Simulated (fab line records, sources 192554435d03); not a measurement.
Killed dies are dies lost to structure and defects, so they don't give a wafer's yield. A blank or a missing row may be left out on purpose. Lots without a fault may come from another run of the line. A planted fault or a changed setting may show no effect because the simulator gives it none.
Which tool did it? | flow n5_finfet | 9 lots, 24 wafers sampled, at 8 steps of a route of 1938

WHAT THE GAUGES READ, wafer by wafer
N5_BEOL_M4_RC_MEAS_101.
lot  | measured     | on        | DIBL_N (mV/V)  | DIBL_P (mV/V)  | IOFF_N (nA/um) | IOFF_P (nA/um) | ION_N (uA/um) | ION_P (uA/um) | SS_N (mV/dec)  | SS_P (mV/dec)  | VT_N (mV)   | VT_P (mV)
L342 | day 8 14:06  | prober-01 | 38.8 37.1 38.4 | 39.0 37.3 38.6 | 0.22 0.19 0.21 | 0.26 0.22 0.25 | 688 686 702   | 462 463 467   | 72.4 72.2 72.2 | 73.5 73.2 73.4 | 248 247 245 | -249 -251 -248
L345 | day 9 13:08  | prober-02 | 39.4 35.0 35.1 | 39.2 33.6 34.5 | 0.25 0.14 0.15 | 0.30 0.21 0.23 | 694 656 679   | 472 460 471   | 72.9 71.2 70.9 | 73.9 72.8 73.0 | 243 252 248 | -246 -249 -248
L346 | day 9 18:03  | prober-02 | 34.4 35.4 35.9 | 33.7 35.4 35.8 | 0.13 0.14 0.15 | 0.19 0.21 0.22 | 676 668 673   | 468 460 464   | 71.2 71.7 71.1 | 73.0 72.4 73.9 | 254 252 248 | -252 -248 -246
L347 | day 9 18:40  | prober-01 | 35.8 37.4 35.7 | 37.3 38.3 36.9 | 0.16 0.17 0.15 | 0.21 0.22 0.19 | 681 670 680   | 466 460 468   | 70.9 71.6 71.0 | 72.9 73.8 73.2 | 252 250 251 | -251 -252 -253
L357 | day 13 17:26 | prober-01 | 39.4 39.5 35.9 | 40.3 40.7 37.1 | 0.22 0.21 0.16 | 0.30 0.31 0.23 | 684 675 677   | 479 470 469   | 73.5 72.4 70.9 | 74.3 74.2 73.5 | 247 250 249 | -246 -244 -247
L359 | day 13 20:22 | prober-01 | 37.3 39.4      | 36.5 38.5      | 0.15 0.18      | 0.20 0.23      | 673 673       | 461 456       | 71.4 72.3      | 73.8 74.2      | 254 254     | -255 -252
L358 | day 14 04:46 | prober-01 | 36.4 36.9 35.1 | 38.7 39.7 37.1 | 0.18 0.18 0.15 | 0.25 0.26 0.23 | 686 690 674   | 472 480 469   | 72.6 72.1 72.0 | 73.6 73.6 73.0 | 246 247 250 | -246 -245 -249
L362 | day 14 20:22 | prober-01 | 33.0 34.9      | 34.6 36.7      | 0.12 0.14      | 0.19 0.23      | 675 666       | 472 466       | 70.5 71.6      | 72.3 72.7      | 250 252     | -252 -248
L363 | day 15 00:02 | prober-02 | 37.5 38.1      | 36.9 37.8      | 0.18 0.20      | 0.25 0.27      | 675 677       | 466 463       | 72.0 72.2      | 73.6 74.2      | 251 248     | -249 -245

N5_BEOL_M12_CD_MEAS_28: target cd 160.2 nm.
lot  | measured     | on        | cd_nm (nm)
L342 | day 11 11:34 | cd_sem-03 | 157.5 158.0 158.3
L345 | day 12 03:31 | cd_sem-03 | 160.4 158.5 159.1
L346 | day 12 19:39 | cd_sem-03 | 157.2 157.3 158.1
L347 | day 12 11:55 | cd_sem-03 | 157.0 160.8 158.4
L357 | day 16 12:49 | cd_sem-01 | 161.6 159.9 159.6
L359 | day 16 18:01 | cd_sem-03 | 159.9 159.2
L358 | day 16 17:33 | cd_sem-02 | 160.0 158.7 159.9
L362 | day 17 21:10 | cd_sem-03 | 161.2 161.1
L363 | day 17 22:04 | cd_sem-03 | 160.0 161.0

N5_BEOL_M12_OVL_MEAS_29.
lot  | measured     | on         | M12_OVL (nm)
L342 | day 11 11:35 | overlay-01 | 9 1 4
L345 | day 12 03:32 | overlay-02 | -7 -5 -5
L346 | day 12 19:41 | overlay-01 | 10 -1 16
L347 | day 12 11:58 | overlay-01 | 12 9 13
L357 | day 16 12:50 | overlay-01 | 1 -5 3
L359 | day 16 18:02 | overlay-01 | 1 -5
L358 | day 16 17:35 | overlay-02 | -1 7 3
L362 | day 17 21:12 | overlay-02 | -1 -4
L363 | day 17 22:05 | overlay-01 | -1 0

N5_BEOL_M12_THK_MEAS_50: measures by xrf.
lot  | measured     | on            | M12_THK (nm)
L342 | day 11 15:16 | film_metro-02 | 314 312 317
L345 | day 12 05:57 | film_metro-02 | 324 330 323
L346 | day 12 22:18 | film_metro-01 | 316 318 317
L347 | day 12 21:47 | film_metro-01 | 320 317 317
L357 | day 16 15:17 | film_metro-01 | 709 708 725
L359 | day 17 00:17 | film_metro-01 | 312 309
L358 | day 16 21:51 | film_metro-02 | 720 728 729
L362 | day 18 01:40 | film_metro-01 | 325 316
L363 | day 18 02:17 | film_metro-01 | 330 315

N5_BEOL_M12_RS_MEAS_54: measures by four-point-probe.
lot  | measured     | on            | M12_RS (ohm/sq)
L342 | day 11 15:23 | film_metro-02 | 0.0612 0.0617 0.0603
L345 | day 12 06:05 | film_metro-02 | 0.0591 0.0583 0.0595
L346 | day 12 22:26 | film_metro-01 | 0.0613 0.0604 0.0608
L347 | day 12 21:54 | film_metro-01 | 0.0598 0.0602 0.0602
L357 | day 16 15:26 | film_metro-02 | 0.0235 0.0234 0.0230
L359 | day 17 00:25 | film_metro-01 | 0.0615 0.0621
L358 | day 16 21:58 | film_metro-02 | 0.0233 0.0231 0.0230
L362 | day 18 01:49 | film_metro-01 | 0.0588 0.0605
L363 | day 18 02:25 | film_metro-02 | 0.0591 0.0613

N5_BEOL_M12_INSPECT_55: inspects for defects (darkfield).
lot  | measured     | on                | raw_defect_count
L342 | day 11 15:25 | defect_inspect-01 | 50 71 63
L345 | day 12 06:06 | defect_inspect-02 | 55 85 91
L346 | day 12 22:27 | defect_inspect-01 | 61 33 46
L347 | day 12 21:56 | defect_inspect-01 | 51 55 55
L357 | day 16 15:28 | defect_inspect-01 | 4808 4703 4851
L359 | day 17 00:26 | defect_inspect-01 | 53 87
L358 | day 16 22:00 | defect_inspect-02 | 4879 4851 4941
L362 | day 18 01:50 | defect_inspect-02 | 42 50
L363 | day 18 02:26 | defect_inspect-01 | 67 84

WHICH TOOL RAN EACH LOT (tool, then ch and the chambers of the sampled wafers, then the start)
lot  | N5_BEOL_M12_ETCH_38                | N5_BEOL_M12_CMP_49
L342 | rie_diel-05 ch 0,2, day 11 12:52   | cmp-04 ch 0,1, day 11 15:00
L345 | rie_diel-05 ch 0,1,2, day 12 04:38 | cmp-03 ch 0,1, day 12 05:40
L346 | rie_diel-04 ch 0,1, day 12 20:40   | cmp-03 ch 2,3, day 12 22:00
L347 | rie_diel-04 ch 0,1,3, day 12 20:25 | cmp-01 ch 0,1,3, day 12 21:31
L357 | rie_diel-06 ch 0,2, day 16 13:46   | cmp-03 ch 1,2, day 16 15:02
L359 | rie_diel-06 ch 1,2, day 16 21:41   | cmp-01 ch 1,3, day 17 00:04
L358 | rie_diel-04 ch 0,3, day 16 20:20   | cmp-04 ch 1,2, day 16 21:33
L362 | rie_diel-05 ch 1,3, day 17 23:53   | cmp-03 ch 1,3, day 18 01:25
L363 | rie_diel-06 ch 0,1, day 18 00:17   | cmp-01 ch 1,3, day 18 02:02
- N5_BEOL_M12_ETCH_38: etches SiCN in CF4/N2, target depth 68.7 nm, time 73.4 s.
- N5_BEOL_M12_CMP_49: polishes, stops on SiOC, t overpolish 20.6 s, target thk 320 nm.

WHAT THE TOOLS THEMSELVES READ (means of the sampled wafers that have a number; where no wafer has one, the mark that the record gives instead)
N5_BEOL_M12_ETCH_38.
lot  | tool        | drypump_motor_current_A (A) | oes_product_au (a.u.) | rf_fwd_power_W (W) | rf_vpp_V (V) | showerhead_plenum_p_Torr (Torr) | throttle_valve_pct (%)
L342 | rie_diel-05 | 6.0                         | 0.78                  | 428.0              | 382.1        | 2.18                            | 15.34
L345 | rie_diel-05 | 5.6                         | 0.84                  | 428.5              | 382.0        | 2.23                            | 15.34
L346 | rie_diel-04 | 5.5                         | 0.73                  | 429.0              | 383.3        | 2.24                            | 15.28
L347 | rie_diel-04 | 5.5                         | 0.75                  | 429.2              | 382.5        | 2.19                            | 15.42
L357 | rie_diel-06 | 5.5                         | 0.86                  | 426.6              | 384.2        | 2.27                            | 15.36
L359 | rie_diel-06 | 5.3                         | 0.80                  | 429.8              | 381.4        | 2.13                            | 15.25
L358 | rie_diel-04 | 5.5                         | 0.74                  | 429.6              | 380.8        | 2.13                            | 15.64
L362 | rie_diel-05 | 5.3                         | 0.84                  | 426.3              | 382.8        | 2.24                            | 15.46
L363 | rie_diel-06 | 5.8                         | 0.77                  | 426.6              | 382.3        | 2.22                            | 15.65

N5_BEOL_M12_CMP_49.
lot  | tool   | barrier_field_endpoint_s (s) | clearing_platen_down_force_psi (psi) | motor_current_A (A) | overpolish_run_s (s) | platen_rpm (rpm)
L342 | cmp-04 | 29.9                         | 1.4989                               | 6.4                 | 20.606               | 50.02
L345 | cmp-03 | 30.7                         | 1.4971                               | 6.5                 | 20.603               | 50.01
L346 | cmp-03 | 29.4                         | 1.4979                               | 5.7                 | 20.603               | 50.01
L347 | cmp-01 | 30.5                         | 1.5000                               | 5.7                 | 20.592               | 50.01
L357 | cmp-03 | -                            | -                                    | -                   | -                    | -
L359 | cmp-01 | 31.3                         | 1.5007                               | 6.3                 | 20.593               | 50.02
L358 | cmp-04 | -                            | -                                    | -                   | -                    | -
L362 | cmp-03 | 30.6                         | 1.4965                               | 6.3                 | 20.605               | 50.00
L363 | cmp-01 | 30.6                         | 1.5034                               | 6.0                 | 20.595               | 49.95

THE ANSWER, worked out from the rows above alone
Rule: what is usual is taken from the lots themselves. Put in order of their means at a reading, lots are off if they are a third of the lots or fewer, leave a main group of 4 or more, and stand apart from it by a gap of 3 or more times the standard deviation of the main group's means; of several such gaps the widest counts. A main group whose means are all the same, to the digits that the tables above print for the reading, isn't used. A lot without any number at a reading at which 4 lots or more have one is off too. The other lots that the step has rows for count as sound. The gauges are gone through in route order, then the tools' own readings, and for those a lot's mean is taken as printed above. The first step at which some lot is off is used, and at that step the reading that is off furthest; a lot without a number counts as furthest.
Off: L357, L358, at N5_BEOL_M12_THK_MEAS_50 (M12_THK). The main group: mean 318 nm, standard deviation 4.7.
A tool fits if, at a process step before that reading, it ran every lot that is off, and no sound lot after the first of them. The gauges at N5_BEOL_M12_THK_MEAS_50 aren't tried: what is off there is off at N5_BEOL_M12_INSPECT_55 too, on other tools, and a gauge's error can't cause that. None of those tried fits.

WHAT THE SIMULATOR HAD PUT IN
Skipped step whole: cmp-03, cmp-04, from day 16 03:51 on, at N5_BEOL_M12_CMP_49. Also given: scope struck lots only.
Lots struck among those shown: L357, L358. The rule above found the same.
